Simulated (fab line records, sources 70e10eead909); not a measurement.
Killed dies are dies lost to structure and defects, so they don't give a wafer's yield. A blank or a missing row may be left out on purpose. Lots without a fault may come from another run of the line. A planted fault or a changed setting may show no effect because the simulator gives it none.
fab line records | flow nand_harc
record lots=12 wafers=36 last_day=23
route steps=1159 shown A_BLC@981 A_M0@1006 END@1159
lots that met no fault: from a run of the same line without faults
start_h: hours from the record's first day to the start of the lot's first wafer shown | wait_h: hours since the lot's step before | " the same as in the row above | L1.1+2: a row that stands for several wafers | - no value, or no start given | * or withheld: withheld | < > ~ a bound
route shown NAME@n: a module of which the file shows steps, and the number in the route of the first | usual: mean/standard deviation of fault-free wafers | same: alike in all rows | chamber/n: place in a boat | sites: the reading at each site | _std_site: their standard deviation | _edge_site: outer sites' mean less inner sites' | radius_mm: how far each site lies from the wafer's centre | mask NAME#n: copy n | behind: the tool/chamber that last shaped the wafer | hold: why the lot was held/for how many hours/how that ended | device: the transistor (n, p or np) that didn't switch | end of line: the same wafers' tests at the end of the route | a step without rows: its recipe alone | killed: dies lost to structure and defects at the first sort, not the wafer's yield | map: a wafer's dies, x killed, . not, _ none there
set.NAME: the setting as run; set.NAME@STEP: as run at that earlier step | model.NAME: the simulator's own value behind a step, which no gauge read
steps of the route over a sample of lots; a table a step, a row a wafer
services: from which hour (start_h, from the record's first day; less than 0 if before it) a tool's chamber was out of use, for how many hours, and why
## steps
# step NHARC_A_BLC_CD_MEAS_19
# usual cd_nm=100.1/1.8
# columns lot.wafer tool chamber start_h wait_h cd_nm
L119.2 cd_sem-03 - 397.43 - 100.1
L119.5 " - " " 102.5
L119.6 " - " " 98.5
L120.1 cd_sem-01 - 406.28 - 100.0
L120.5 " - " " 102.2
L120.6 " - " " 98.8
L122.2 cd_sem-03 - 408.24 - 98.2
L122.3 " - " " 100.1
L122.5 " - " " 97.2
L121.2 cd_sem-01 - 408.83 - 97.6
L121.4 " - " " 98.5
L121.6 " - " " 100.7
L124.1 cd_sem-02 - 434.09 - 98.2
L124.2 " - " " 102.2
L124.4 " - " " 99.1
L126.1 cd_sem-02 - 438.15 - 99.6
L126.4 " - " " 99.3
L126.6 " - " " 99.6
L129.2 cd_sem-02 - 452.18 - 97.0
L129.3 " - " " 103.8
L129.5 " - " " 103.6
L127.1 cd_sem-01 - 453.03 - 99.1
L127.4 " - " " 101.8
L127.6 " - " " 101.5
L130.1 cd_sem-02 - 476.32 - 101.2
L130.5 " - " " 99.4
L130.6 " - " " 102.6
L134.1 cd_sem-01 - 476.88 - 102.5
L134.2 " - " " 97.8
L134.5 " - " " 104.1
L133.1 cd_sem-01 - 488.04 - 97.0
L133.2 " - " " 99.3
L133.4 " - " " 102.6
L135.1 cd_sem-03 - 489.68 - 100.9
L135.3 " - " " 102.1
L135.6 " - " " 103.4
# step NHARC_A_M0_INSPECT_11
# usual raw_defect_count=30/11
# columns lot.wafer tool chamber start_h wait_h raw_defect_count
L119.2 defect_inspect-02 - 400.40 0.0 27
L119.5 " - " " 21
L119.6 " - " " 21
L120.1 defect_inspect-02 - 412.17 0.0 33
L120.5 " - " " 34
L120.6 " - " " 36
L122.2 defect_inspect-01 - 416.85 0.0 29
L122.3 " - " " 21
L122.5 " - " " 21
L121.2 defect_inspect-02 - 417.35 0.0 20
L121.4 " - " " 24
L121.6 " - " " 20
L124.1 defect_inspect-01 - 438.04 0.0 28
L124.2 " - " " 23
L124.4 " - " " 24
L126.1 defect_inspect-02 - 444.85 0.0 21
L126.4 " - " " 16
L126.6 " - " " 32
L129.2 defect_inspect-02 - 458.72 0.0 24
L129.3 " - " " 30
L129.5 " - " " 17
L127.1 defect_inspect-01 - 459.24 0.0 32
L127.4 " - " " 29
L127.6 " - " " 40
L130.1 defect_inspect-02 - 487.92 0.0 54
L130.5 " - " " 43
L130.6 " - " " 44
L134.1 defect_inspect-02 - 488.41 0.0 19
L134.2 " - " " 18
L134.5 " - " " 21
L133.1 defect_inspect-02 - 492.96 0.0 30
L133.2 " - " " 39
L133.4 " - " " 25
L135.1 defect_inspect-02 - 497.69 0.0 48
L135.3 " - " " 32
L135.6 " - " " 43
# step NHARC_A_M0_DEGAS_28
# recipe temp_c=250 time_s=60
# usual heater_power_w=338/41
# columns lot.wafer tool chamber start_h wait_h heater_power_w
L119.2 pvd_sputter-03 - 401.45 - 394
L119.5 " - " " 384
L119.6 " - " " 348
L120.1 pvd_sputter-01 - 413.18 - 270
L120.5 " - " " 334
L120.6 " - " " 353
L122.2 pvd_sputter-01 - 417.82 - 271
L122.3 " - " " 347
L122.5 " - " " 273
L121.2 pvd_sputter-01 - 418.35 - 351
L121.4 " - " " 311
L121.6 " - " " 316
L124.2 pvd_sputter-02 - 439.07 - 381
L124.4 " - " " 348
L124.1 " - " " 399
L126.4 pvd_sputter-01 - 445.84 - 305
L126.1 " - " " 271
L126.6 " - " " 317
L129.3 pvd_sputter-01 - 459.71 - 343
L129.2 " - " " 311
L129.5 " - " " 269
L127.4 pvd_sputter-01 - 460.22 - 263
L127.1 " - " " 350
L127.6 " - " " 275
L130.1 pvd_sputter-02 - 488.92 - 353
L130.6 " - " " 384
L130.5 " - " " 388
L134.2 pvd_sputter-03 - 489.41 - 378
L134.1 " - " " 295
L134.5 " - " " 338
L133.4 pvd_sputter-01 - 494.03 - 340
L133.1 " - " " 271
L133.2 " - " " 319
L135.3 pvd_sputter-02 - 498.67 - 353
L135.1 " - " " 400
L135.6 " - " " 340
# step NHARC_A_M0_CMP_23
# recipe t_overpolish_s=20 target_thk_nm=113.75
# usual motor_current_A=12.0/1.3 time_to_endpoint_s=29.5/2.6
# columns lot.wafer tool chamber start_h wait_h motor_current_A time_to_endpoint_s
L119.2 cmp-03 0 402.76 - 14.0 25.1
L119.5 " 0 " " 14.6 27.3
L119.6 " 1 " " 11.4 23.7
L120.1 cmp-01 1 414.27 - 12.8 29.9
L120.6 " 0 " " 12.2 30.6
L120.5 " 1 " " 12.0 31.1
L122.2 cmp-03 1 418.93 - 11.8 24.5
L122.3 " 3 " " 9.8 30.9
L122.5 " 0 " " 13.9 29.2
L121.4 cmp-01 1 419.43 - 12.3 29.8
L121.2 " 2 " " 11.8 26.6
L121.6 " 2 " " 11.7 29.9
L124.2 cmp-04 3 440.21 - 11.0 27.0
L124.1 " 0 " " 12.4 29.0
L124.4 " 1 " " 9.3 26.2
L126.4 cmp-03 3 446.92 - 10.0 33.3
L126.1 " 2 " " 12.8 29.2
L126.6 " 0 " " 15.3 32.3
L129.3 cmp-01 2 460.81 - 11.8 24.2
L129.2 " 0 " " 12.1 28.7
L129.5 " 1 " " 12.1 28.2
L127.1 cmp-03 1 461.33 - 11.4 27.1
L127.4 " 3 " " 9.5 31.7
L127.6 " 1 " " 11.8 26.4
L130.1 cmp-03 0 490.01 - 14.6 30.6
L130.5 " 3 " " 9.9 35.1
L130.6 " 0 " " 14.3 31.3
L134.1 cmp-01 3 490.52 - 12.3 26.9
L134.2 " 1 " " 12.0 29.7
L134.5 " 3 " " 12.2 29.1
L133.4 cmp-01 0 495.12 - 12.5 34.1
L133.2 " 2 " " 11.6 26.6
L133.1 " 3 " " 12.4 30.4
L135.1 cmp-01 0 500.01 - 12.9 33.0
L135.3 " 1 " " 11.5 36.8
L135.6 " 3 " " 11.7 25.7
# step NHARC_A_M0_THK_MEAS_24
# recipe thk_meas_gauge=xrf
# usual thk_nm=113.8/1.3
# columns lot.wafer tool chamber start_h wait_h thk_nm
L119.2 film_metro-02 - 403.07 - 112.9
L119.5 " - " " 112.6
L119.6 " - " " 113.8
L120.1 film_metro-01 - 414.55 - 112.9
L120.5 " - " " 114.4
L120.6 " - " " 116.1
L122.2 film_metro-01 - 419.22 - 112.0
L122.3 " - " " 114.3
L122.5 " - " " 112.8
L121.2 film_metro-01 - 419.74 - 115.8
L121.4 " - " " 113.7
L121.6 " - " " 113.4
L124.1 film_metro-01 - 440.51 - 112.7
L124.2 " - " " 114.4
L124.4 " - " " 113.2
L126.1 film_metro-02 - 447.24 - 110.8
L126.4 " - " " 114.3
L126.6 " - " " 113.8
L129.2 film_metro-01 - 461.10 - 112.9
L129.3 " - " " 110.7
L129.5 " - " " 113.7
L127.1 film_metro-02 - 461.61 - 114.3
L127.4 " - " " 115.3
L127.6 " - " " 113.0
L130.1 film_metro-01 - 490.30 - 114.5
L130.5 " - " " 115.1
L130.6 " - " " 114.7
L134.1 film_metro-01 - 490.81 - 110.1
L134.2 " - " " 113.8
L134.5 " - " " 112.4
L133.1 film_metro-02 - 495.43 - 113.1
L133.2 " - " " 113.8
L133.4 " - " " 114.5
L135.1 film_metro-02 - 500.30 - 115.4
L135.3 " - " " 119.1
L135.6 " - " " 113.6
# step NHARC_A_M0_INSPECT_27
# usual raw_defect_count=431/100
# columns lot.wafer tool chamber start_h wait_h raw_defect_count
L119.2 defect_inspect-01 - 403.23 0.0 563
L119.5 " - " " 584
L119.6 " - " " 725
L120.1 defect_inspect-02 - 414.71 0.0 428
L120.5 " - " " 543
L120.6 " - " " 332
L122.2 defect_inspect-01 - 419.38 0.0 378
L122.3 " - " " 417
L122.5 " - " " 489
L121.2 defect_inspect-02 - 419.90 0.0 446
L121.4 " - " " 340
L121.6 " - " " 563
L124.1 defect_inspect-02 - 440.66 0.0 355
L124.2 " - " " 543
L124.4 " - " " 481
L126.1 defect_inspect-01 - 447.40 0.0 324
L126.4 " - " " 279
L126.6 " - " " 663
L129.2 defect_inspect-01 - 461.26 0.0 418
L129.3 " - " " 357
L129.5 " - " " 476
L127.1 defect_inspect-01 - 461.77 0.0 547
L127.4 " - " " 445
L127.6 " - " " 388
L130.1 defect_inspect-01 - 490.45 0.0 354
L130.5 " - " " 380
L130.6 " - " " 452
L134.1 defect_inspect-01 - 490.97 0.0 288
L134.2 " - " " 391
L134.5 " - " " 473
L133.1 defect_inspect-01 - 495.59 0.0 279
L133.2 " - " " 428
L133.4 " - " " 347
L135.1 defect_inspect-01 - 500.47 0.0 727
L135.3 " - " " 3113
L135.6 " - " " 520
# step NHARC_END_SORT_01
# recipe temp_c=25
# usual defect_limited_yield=95.4/1.3 killed_at_array=27/8 killed_at_other=0.8/1.2 killed_at_periphery=3.3/2.3 killed_dies=31/8.8 killed_open=3.2/2.1 killed_short=2.1/1.4 sort_bin_2_pct=1.4/0.55 sort_bin_3_pct=0.25/0.2 sort_bin_4_pct=2.9/0.92 sort_n_pass=646/8.8 sort_rim_yield_pct=95.5/2.7 sort_yield_pct=95.4/1.3
# same gross_dies=677 sort_bin_5_pct[%]=0 sort_bin_6_pct[%]=0 sort_bin_7_pct[%]=0 sort_bin_8_pct[%]=0 sort_rim_n_gross=106.00
# columns lot.wafer tool chamber start_h wait_h defect_limited_yield[%] killed_at_array killed_at_other killed_at_periphery killed_dies killed_open killed_short sort_bin_2_pct[%] sort_bin_3_pct[%] sort_bin_4_pct[%] sort_n_pass sort_rim_yield_pct[%] sort_yield_pct[%]
L119.2 prober-02 0 441.83 2.8 95.7 25 1 3 29 4 1 1.5 0.30 2.5 648 100.0 95.7
L119.5 prober-02 0 444.23 3.7 94.4 35 0 3 38 11 4 2.1 0.15 3.4 639 97.2 94.4
L119.6 prober-02 0 445.03 4.0 96.2 22 1 3 26 4 3 1.0 0.30 2.5 651 98.1 96.2
L120.1 prober-02 0 461.54 2.5 95.1 33 0 0 33 3 3 1.5 0 3.4 644 95.3 95.1
L120.5 prober-02 0 464.76 3.7 94.8 35 0 0 35 5 1 0.6 0.44 4.1 642 96.2 94.8
L120.6 prober-02 0 465.56 4.0 95.4 28 1 2 31 2 3 0.7 0.44 3.4 646 94.3 95.4
L122.2 prober-01 0 462.30 2.8 94.7 27 0 9 36 3 3 1.3 0 4.0 641 90.6 94.7
L122.3 prober-01 0 463.10 3.1 95.4 23 0 8 31 5 2 0.7 0.59 3.2 646 97.2 95.4
L122.5 prober-01 0 464.72 3.7 95.0 24 0 10 34 4 5 1.8 0.15 3.1 643 95.3 95.0
L121.2 prober-01 0 470.12 2.8 96.0 24 1 2 27 3 2 1.0 0.44 2.5 650 98.1 96.0
L121.4 prober-01 0 471.74 3.4 95.3 28 0 4 32 0 6 1.5 0.59 2.7 645 94.3 95.3
L121.6 prober-01 0 473.36 4.0 96.0 24 0 3 27 6 5 1.3 0.30 2.4 650 96.2 96.0
L124.1 prober-02 0 483.45 2.5 96.0 25 0 2 27 5 4 1.3 0.15 2.5 650 91.5 96.0
L124.2 prober-02 0 484.25 2.8 96.5 21 1 2 24 4 1 1.0 0.15 2.4 653 97.2 96.5
L124.4 prober-02 0 485.84 3.4 96.3 25 0 0 25 1 1 1.6 0 2.1 652 97.2 96.3
L126.1 prober-01 0 491.14 2.5 96.8 20 0 2 22 0 4 2.1 0.15 1.0 655 97.2 96.8
L126.4 prober-01 0 493.57 3.4 97.5 14 0 3 17 1 3 1.2 0 1.3 660 100.0 97.5
L126.6 prober-01 0 495.18 4.0 94.7 32 0 4 36 3 4 1.5 0.30 3.5 641 96.2 94.7
L129.2 prober-01 0 501.43 2.8 97.5 16 0 1 17 3 2 0.9 0 1.6 660 96.2 97.5
L129.3 prober-01 0 502.24 3.1 96.5 22 0 2 24 1 2 1.3 0.30 1.9 653 90.6 96.5
L129.5 prober-01 0 503.85 3.7 97.2 14 1 4 19 3 2 0.6 0.15 2.1 658 95.3 97.2
L127.1 prober-02 0 501.81 2.5 94.4 33 1 4 38 3 5 1.9 0.44 3.2 639 97.2 94.4
L127.4 prober-02 0 504.22 3.4 94.5 30 0 7 37 4 1 1.3 0.15 4.0 640 96.2 94.5
L127.6 prober-02 0 505.82 4.0 94.7 32 0 4 36 4 1 2.1 0.15 3.1 641 88.7 94.7
L133.1 prober-02 0 529.72 2.5 95.0 26 1 7 34 2 1 1.6 0.15 3.2 643 100.0 95.0
L133.2 prober-02 0 530.53 2.8 94.4 36 1 1 38 3 5 1.5 0.30 3.8 639 93.4 94.4
L133.4 prober-02 0 532.15 3.4 97.2 18 0 1 19 2 1 1.0 0 1.8 658 93.4 97.2
L130.1 prober-01 0 529.78 2.6 92.9 43 4 1 48 1 1 3.2 0.59 3.2 629 98.1 92.9
L130.5 prober-01 0 532.99 3.7 95.3 30 0 2 32 2 0 1.3 0.30 3.1 645 93.4 95.3
L130.6 prober-01 0 533.79 4.0 94.7 29 2 5 36 2 1 1.2 0.15 4.0 641 94.3 94.7
L134.1 prober-02 0 537.64 2.5 97.5 13 2 2 17 2 0 0.6 0.15 1.8 660 94.3 97.5
L134.2 prober-02 0 538.44 2.8 96.6 20 1 2 23 2 4 0.6 0.15 2.7 654 98.1 96.6
L134.5 prober-02 0 540.87 3.7 96.6 20 2 1 23 2 1 0.3 0.15 3.0 654 98.1 96.6
L135.1 prober-01 0 539.82 2.5 93.1 40 2 5 47 0 1 2.7 0.15 4.1 630 96.2 93.1
L135.3 prober-01 0 541.43 3.1 0 670 3 4 677 3 2 1.2 94.98 3.8 0 0 0
L135.6 prober-01 0 543.84 4.0 93.5 38 1 5 44 0 1 1.6 0.30 4.6 633 98.1 93.5
# killed by level:class
L119.2 A_CHANNEL_HOLE_D1:chamber_film_flake=11 A_WL_FILL:chamber_film_flake=5 P_M0:geometric_particle:open=2 A_CHANNEL_FILL_D1:geometric_particle:open=2 A_CHANNEL_FILL_D1:chamber_film_flake=2 A_CONTACT:chamber_film_flake=2 A_CHANNEL_FILL_D1:geometric_particle:short=1 P_GATE:chamber_film_flake=1
L119.5 A_CHANNEL_HOLE_D1:chamber_film_flake=14 A_STAIRCASE:chamber_film_flake=7 P_CONTACT:geometric_particle:open=2 A_SGD_CUT:geometric_particle:open=2 A_WL_FILL:geometric_particle:open=2 A_CONTACT:geometric_particle:open=2 P_GATE:geometric_particle:open=1 A_SGD_CUT:geometric_particle:short=1
L119.6 A_STAIRCASE:chamber_film_flake=4 A_WL_FILL:chamber_film_flake=4 A_CHANNEL_HOLE_D1:chamber_film_flake=3 A_CONTACT:geometric_particle:open=2 P_GATE:chamber_film_flake=2 A_CONTACT:chamber_film_flake=2 P_GATE:geometric_particle:open=1 A_WL_FILL:geometric_particle:open=1
L120.1 A_STAIRCASE:chamber_film_flake=9 A_SLIT:chamber_film_flake=7 A_CONTACT:chamber_film_flake=5 A_CHANNEL_HOLE_D1:chamber_film_flake=3 A_SGD_CUT:chamber_film_flake=3 A_ONON_D1:geometric_particle:short=1 A_CONTACT:geometric_particle:open=1 A_CONTACT:geometric_particle:short=1
L122.2 A_SLIT:chamber_film_flake=11 P_STI:chamber_film_flake=6 A_STAIRCASE:chamber_film_flake=5 A_CHANNEL_HOLE_D1:chamber_film_flake=3 A_CONTACT:chamber_film_flake=3 P_CONTACT:geometric_particle:short=1 P_M0:geometric_particle:open=1 A_CHANNEL_FILL_D1:geometric_particle:short=1
L122.3 A_SLIT:chamber_film_flake=9 A_STAIRCASE:chamber_film_flake=5 P_GATE:chamber_film_flake=4 A_SGD_CUT:geometric_particle:open=2 A_CONTACT:geometric_particle:open=2 P_STI:chamber_film_flake=2 A_CHANNEL_HOLE_D1:chamber_film_flake=2 P_M0:geometric_particle:open=1
L122.5 A_STAIRCASE:chamber_film_flake=9 A_SLIT:chamber_film_flake=7 P_STI:chamber_film_flake=5 P_M0:geometric_particle:open=2 A_WL_FILL:geometric_particle:short=2 A_CONTACT:geometric_particle:open=2 A_CONTACT:chamber_film_flake=2 P_CONTACT:geometric_particle:short=1
L120.5 A_CONTACT:chamber_film_flake=8 A_SLIT:chamber_film_flake=6 A_STAIRCASE:chamber_film_flake=4 A_SGD_CUT:chamber_film_flake=4 A_CONTACT:geometric_particle:open=3 A_CHANNEL_FILL_D1:chamber_film_flake=3 A_CHANNEL_HOLE_D1:chamber_film_flake=2 A_WL_FILL:chamber_film_flake=2
L120.6 A_STAIRCASE:chamber_film_flake=7 A_SLIT:chamber_film_flake=6 A_CONTACT:chamber_film_flake=5 A_CHANNEL_FILL_D1:chamber_film_flake=2 A_SGD_CUT:chamber_film_flake=2 P_M0:geometric_particle:short=1 A_SOURCE_PLATE:geometric_particle:short=1 A_SOURCE_PLATE:geometric_particle:open=1
L121.2 A_CHANNEL_HOLE_D1:chamber_film_flake=9 A_STAIRCASE:chamber_film_flake=7 A_CONTACT:geometric_particle:open=2 P_ZERO_WELL:chamber_film_flake=2 A_WL_FILL:geometric_particle:short=1 A_M0:geometric_particle:open=1 A_M1:geometric_particle:short=1 A_ZERO_WELL:chamber_film_flake=1
L121.4 A_CHANNEL_HOLE_D1:chamber_film_flake=14 A_STAIRCASE:chamber_film_flake=4 P_ZERO_WELL:chamber_film_flake=3 A_CHANNEL_HOLE_D1:geometric_particle:short=2 A_WL_FILL:geometric_particle:short=2 A_ZERO_WELL:chamber_film_flake=2 A_ONON_D1:geometric_particle:short=1 A_M0:geometric_particle:short=1
L121.6 A_CHANNEL_HOLE_D1:chamber_film_flake=10 A_STAIRCASE:chamber_film_flake=3 A_CONTACT:chamber_film_flake=3 P_M0:geometric_particle:open=2 A_M0:geometric_particle:open=2 P_M1:geometric_particle:short=1 A_CHANNEL_FILL_D1:geometric_particle:open=1 A_CHANNEL_FILL_D1:geometric_particle:short=1
L124.1 A_SLIT:chamber_film_flake=8 A_CHANNEL_FILL_D1:geometric_particle:short=3 A_CHANNEL_HOLE_D1:chamber_film_flake=2 A_STAIRCASE:chamber_film_flake=2 A_SGD_CUT:chamber_film_flake=2 A_WL_FILL:chamber_film_flake=2 P_STI:geometric_particle:open=1 P_GATE:geometric_particle:open=1
L124.2 A_SLIT:chamber_film_flake=11 A_CONTACT:chamber_film_flake=4 P_GATE:geometric_particle:open=1 A_ONON_D1:geometric_particle:open=1 A_CHANNEL_FILL_D1:geometric_particle:short=1 A_CONTACT:geometric_particle:open=1 P_M1:chamber_film_flake=1 STARTING-WAFER:geometric_particle:open=1
L124.4 A_SLIT:chamber_film_flake=14 A_CHANNEL_HOLE_D1:chamber_film_flake=2 A_STAIRCASE:chamber_film_flake=2 A_WL_FILL:chamber_film_flake=2 A_CONTACT:chamber_film_flake=2 A_CHANNEL_HOLE_D1:geometric_particle:open=1 A_WL_FILL:geometric_particle:short=1 A_SGD_CUT:chamber_film_flake=1
L126.1 A_SLIT:chamber_film_flake=9 A_CHANNEL_HOLE_D1:chamber_film_flake=3 A_CHANNEL_FILL_D1:chamber_film_flake=2 P_GATE:geometric_particle:short=1 A_ONON_D1:geometric_particle:short=1 A_CHANNEL_FILL_D1:geometric_particle:short=1 A_CONTACT:geometric_particle:short=1 P_ZERO_WELL:chamber_film_flake=1
L126.4 A_SLIT:chamber_film_flake=7 P_BONDPAD:chamber_film_flake=2 A_CHANNEL_HOLE_D1:chamber_film_flake=2 A_STAIRCASE:chamber_film_flake=2 P_M1:geometric_particle:open=1 A_CHANNEL_FILL_D1:geometric_particle:short=1 A_WL_FILL:geometric_particle:short=1 A_M0:geometric_particle:short=1
L126.6 A_SLIT:chamber_film_flake=17 A_CONTACT:geometric_particle:short=3 P_BONDPAD:chamber_film_flake=3 A_CONTACT:chamber_film_flake=3 A_CONTACT:geometric_particle:open=2 A_ZERO_WELL:chamber_film_flake=2 A_WL_FILL:geometric_particle:short=1 A_M0:geometric_particle:open=1
L129.2 A_CHANNEL_HOLE_D1:chamber_film_flake=4 A_WL_FILL:chamber_film_flake=3 A_CONTACT:chamber_film_flake=3 A_M0:geometric_particle:short=2 P_M1:geometric_particle:open=1 A_CHANNEL_FILL_D1:geometric_particle:open=1 A_BLC:geometric_particle:open=1 A_ZERO_WELL:chamber_film_flake=1
L127.1 A_CHANNEL_HOLE_D1:chamber_film_flake=13 A_SLIT:chamber_film_flake=13 A_CONTACT:chamber_film_flake=2 P_CONTACT:geometric_particle:short=1 P_CONTACT:geometric_particle:open=1 A_ONON_D1:geometric_particle:short=1 A_CHANNEL_FILL_D1:geometric_particle:short=1 A_STAIRCASE:geometric_particle:open=1
L129.3 A_CHANNEL_HOLE_D1:chamber_film_flake=12 A_CONTACT:chamber_film_flake=5 P_STI:geometric_particle:open=1 A_CHANNEL_HOLE_D1:geometric_particle:short=1 A_WL_FILL:geometric_particle:short=1 P_GATE:chamber_film_flake=1 A_STAIRCASE:chamber_film_flake=1 A_SLIT:chamber_film_flake=1
L129.5 A_CHANNEL_HOLE_D1:chamber_film_flake=10 P_BONDPAD:chamber_film_flake=2 P_GATE:geometric_particle:short=1 P_M1:geometric_particle:short=1 A_ONON_D1:geometric_particle:open=1 A_CONTACT:geometric_particle:open=1 STARTING-WAFER:geometric_particle:open=1 A_SGD_CUT:chamber_film_flake=1
L127.4 A_CHANNEL_HOLE_D1:chamber_film_flake=13 A_SLIT:chamber_film_flake=9 P_BONDPAD:chamber_film_flake=4 P_M0:chamber_film_flake=3 A_CONTACT:chamber_film_flake=3 A_CONTACT:geometric_particle:open=2 A_SGD_CUT:geometric_particle:open=1 A_M0:geometric_particle:open=1
L127.6 A_SLIT:chamber_film_flake=11 A_CHANNEL_HOLE_D1:chamber_film_flake=10 A_STAIRCASE:chamber_film_flake=3 A_CONTACT:chamber_film_flake=3 A_ONON_D1:geometric_particle:open=2 P_M0:chamber_film_flake=2 P_BONDPAD:chamber_film_flake=2 A_CONTACT:geometric_particle:short=1
L133.1 A_CHANNEL_HOLE_D1:chamber_film_flake=18 P_M1:chamber_film_flake=3 A_STAIRCASE:chamber_film_flake=3 A_CONTACT:chamber_film_flake=3 P_GATE:chamber_film_flake=2 P_CONTACT:geometric_particle:open=1 A_STAIRCASE:geometric_particle:short=1 A_WL_FILL:geometric_particle:open=1
L130.1 A_CHANNEL_HOLE_D1:chamber_film_flake=18 A_SLIT:chamber_film_flake=17 THIN_TSV:chamber_film_flake=4 A_STAIRCASE:chamber_film_flake=3 A_CONTACT:chamber_film_flake=3 A_CONTACT:geometric_particle:short=1 A_BLC:geometric_particle:open=1 P_STI:chamber_film_flake=1
L133.2 A_CHANNEL_HOLE_D1:chamber_film_flake=18 A_CONTACT:chamber_film_flake=10 A_M0:geometric_particle:short=2 P_CONTACT:geometric_particle:open=1 A_SOURCE_PLATE:geometric_particle:short=1 A_ONON_D1:geometric_particle:short=1 A_CHANNEL_FILL_D1:geometric_particle:open=1 A_CHANNEL_FILL_D1:geometric_particle:short=1
L133.4 A_CHANNEL_HOLE_D1:chamber_film_flake=11 A_CONTACT:chamber_film_flake=4 P_STI:geometric_particle:open=1 A_CHANNEL_FILL_D1:geometric_particle:open=1 A_WL_FILL:geometric_particle:short=1 A_STAIRCASE:chamber_film_flake=1
L130.5 A_CHANNEL_HOLE_D1:chamber_film_flake=14 A_SLIT:chamber_film_flake=14 P_M2:geometric_particle:open=1 A_CONTACT:geometric_particle:open=1 P_BONDPAD:chamber_film_flake=1 A_STAIRCASE:chamber_film_flake=1
L130.6 A_CHANNEL_HOLE_D1:chamber_film_flake=15 A_SLIT:chamber_film_flake=10 A_CONTACT:chamber_film_flake=3 P_ZERO_WELL:chamber_film_flake=2 THIN_TSV:chamber_film_flake=2 P_GATE:geometric_particle:open=1 P_M0:geometric_particle:open=1 P_M1:geometric_particle:short=1
L134.1 A_CONTACT:chamber_film_flake=7 A_CHANNEL_HOLE_D1:chamber_film_flake=3 THIN_TSV:chamber_film_flake=2 A_CHANNEL_HOLE_D1:geometric_particle:open=1 A_BLC:geometric_particle:open=1 P_STI:chamber_film_flake=1 P_M1:chamber_film_flake=1 A_STAIRCASE:chamber_film_flake=1
L134.2 A_CONTACT:chamber_film_flake=6 A_CHANNEL_HOLE_D1:chamber_film_flake=4 A_STAIRCASE:chamber_film_flake=3 A_ONON_D1:geometric_particle:short=1 A_CHANNEL_FILL_D1:geometric_particle:short=1 A_CONTACT:geometric_particle:short=1 A_BLC:geometric_particle:short=1 A_M1:geometric_particle:open=1
L135.1 A_CHANNEL_HOLE_D1:chamber_film_flake=25 A_SLIT:chamber_film_flake=5 A_CONTACT:chamber_film_flake=5 P_GATE:chamber_film_flake=3 A_M1:chamber_film_flake=3 THIN_TSV:chamber_film_flake=2 A_WL_FILL:geometric_particle:short=1 P_STI:chamber_film_flake=1
L134.5 A_CHANNEL_HOLE_D1:chamber_film_flake=8 A_CONTACT:chamber_film_flake=6 A_STAIRCASE:chamber_film_flake=3 THIN_TSV:chamber_film_flake=2 P_M1:geometric_particle:open=1 A_CHANNEL_FILL_D1:geometric_particle:open=1 A_SLIT:geometric_particle:short=1 A_WL_FILL:chamber_film_flake=1
L135.3 A_M0:area_cmp=640 A_CHANNEL_HOLE_D1:chamber_film_flake=16 P_GATE:chamber_film_flake=3 A_STAIRCASE:chamber_film_flake=3 A_SLIT:chamber_film_flake=3 A_M1:chamber_film_flake=2 A_CONTACT:chamber_film_flake=2 A_SOURCE_PLATE:geometric_particle:short=1
L135.6 A_CHANNEL_HOLE_D1:chamber_film_flake=18 A_SLIT:chamber_film_flake=7 A_CONTACT:chamber_film_flake=5 A_M1:chamber_film_flake=5 A_STAIRCASE:chamber_film_flake=3 P_GATE:chamber_film_flake=2 P_CONTACT:geometric_particle:short=1 P_STI:chamber_film_flake=1
## services
# columns tool chamber start_h hours kind
cmp-01 - 380.60 - consumable_replace:conditioner
cmp-01 - 380.60 - consumable_replace:pad
pvd_sputter-02 - 392.00 10.0 pm
cmp-04 - 400.23 4.0 pm
cmp-04 - 404.23 - consumable_replace:conditioner
cmp-04 - 404.23 - consumable_replace:pad
cmp-03 - 437.01 4.0 repair
pvd_sputter-03 - 440.19 3.5 repair
cmp-03 - 451.00 4.0 pm
cmp-04 - 452.68 0.6 repair
cmp-03 - 455.00 - consumable_replace:conditioner
cmp-03 - 455.00 - consumable_replace:pad
pvd_sputter-03 - 458.00 10.0 pm
cmp-01 - 474.60 4.0 pm
cmp-01 - 478.60 - consumable_replace:conditioner
cmp-01 - 478.60 - consumable_replace:pad
cmp-04 - 489.09 0.9 repair
cmp-04 - 498.23 4.0 pm
## key
first_sign step=NHARC_A_M0_THK_MEAS_24 reading=thk_nm direction=up sigmas=3.9 usual=113.8 struck=119.1
effect step=NHARC_A_M0_INSPECT_27 reading=raw_defect_count direction=up sigmas=26 usual=431 struck=3113
effect step=NHARC_END_SORT_01 reading=sort_bin_3_pct direction=up sigmas=99+ usual=0.25 struck=94.98
more_kills_born_at NHARC_A_M0_CMP_23@cmp-01=640
met_at NHARC_A_M0_CMP_23
struck_lots L135
struck_wafers L135.3
later_rows_left_out L135.3
not_acting_at NHARC_A_BLC_CD_MEAS_19,NHARC_A_M0_INSPECT_11,NHARC_A_M0_DEGAS_28
onset_between 495.12 500.01
fault kind=process_parameter_drift tool=cmp-01 chamber=- onset_h=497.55 steps=NHARC_A_M0_CMP_23 channel=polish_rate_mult offset=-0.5 shape=step end_h=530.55 scope=struck_wafers_only
# later_rows_left_out: the simulator's readings of these wafers behind a module that went badly wrong aren't trusted and aren't shown, but for the sort
